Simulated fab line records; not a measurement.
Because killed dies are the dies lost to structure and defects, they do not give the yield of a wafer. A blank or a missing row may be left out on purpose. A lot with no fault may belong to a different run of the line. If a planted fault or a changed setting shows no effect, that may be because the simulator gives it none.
Problem report, 8D (eight disciplines) form, completed by code | flow n5-finfet | the parts of the form that need people (team, actions taken, sign-off) are left out

== 1. THE PROBLEM ==
Mean of cd-nm at N5_BEOL_M12_CD_MEAS_10: 150.8 nm across 5 wafers in 2 lots; on wafers with no fault it is 139.6 nm (standard deviation 1.4). That puts it +8.0 standard deviations away from the usual mean.
The step: target cd 140 nm.
First seen on wafer L637.4, day 12 13:10, on cd-sem-03. At this step, 29 wafers from 10 lots have a number in the record. Rule for "out" (also "out of limits"): further than 4 standard deviations from the usual mean. The rest of the wafers with a number are treated as sound.

== 2. WHAT IT IS AND WHAT IT IS NOT ==
question                    | is                     | is not
which readings at this step | cd-nm                  | -
which lots                  | L637, L640             | L629, L630, L631, L641, L642, L648, L649, L652
which wafers of those lots  | all that have a number | -
read on which gauges        | cd-sem-03              | cd-sem-01, cd-sem-02
when                        | from day 12 13:10      | up to then (9 sound wafers); but 15 sound wafers of L641, L642, L648, L649, L652 came after

== 3. WHAT RULES OUT EACH SUSPECT ==
Counting: a tool at any process step up to the reading remains a suspect when it ran all the lots that are out and ran no sound lot after the first of those.
- the gauge at N5_BEOL_M12_CD_MEAS_10 is ruled out. All the wafers that are out were read on cd-sem-03, but those of them that N5_BEOL_M12_EXPOSE_07 has rows for are out there too, on other tools.
- krf-scanner-01 at N5_BEOL_M12_EXPOSE_07 (exposes mask V11): kept. Every lot that is out went through it, starting with L637 (day 12 13:01), and after that it ran no sound lot; the last sound lot it ran before then is L630 (day 10 22:49). Out on those wafers are its own readings of exposure-dose-mJ-cm2.
The count leaves krf-scanner-01 at N5_BEOL_M12_EXPOSE_07.

== 4. THE CAUSE (what the simulator had put in) ==
Process parameter drift: krf-scanner-01, from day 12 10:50 on, at N5_BEOL_M12_EXPOSE_07. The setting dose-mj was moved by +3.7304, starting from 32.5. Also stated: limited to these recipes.
The count eliminated every tool but this one.

== 5. THE CHAIN OF EFFECTS, in route order ==
Each row: a reading where the mean over the struck wafers with a number is more than 3 standard deviations away from the usual. Only readings for which the record gives a usual standard deviation are gone through. hours: the time from each lot's start at the first step in this table that gives one to its start at this step, as a median over the lots. sigmas: the change in usual standard deviations.
hours | step                   | reading              | usual    | on struck wafers | change | sigmas
0     | N5_BEOL_M12_EXPOSE_07  | exposure-dose-mJ-cm2 | 32.49    | 35.79            | +3.30  | +99 or more
0     | N5_BEOL_M12_CD_MEAS_10 | cd-nm                | 139.6 nm | 150.8            | +11.2  | +8.0
The process steps in it:
- N5_BEOL_M12_EXPOSE_07: exposes mask V11.

== 6. WHAT WOULD HAVE CAUGHT IT SOONER ==
Counted from the fault's start at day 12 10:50, it took 2 hours until the first out-of-limits reading at a measuring or inspecting step in this record, taken at day 12 13:10.
The tool's own readings at N5_BEOL_M12_EXPOSE_07 were out on every struck wafer that the step has a row for (exposure-dose-mJ-cm2): an alarm limit on them would have fired on the first of those.
L640, from the lots that are out (2), started N5_BEOL_M12_EXPOSE_07 on krf-scanner-01 later than day 12 13:10. A hold on the tool at that time would have spared it.
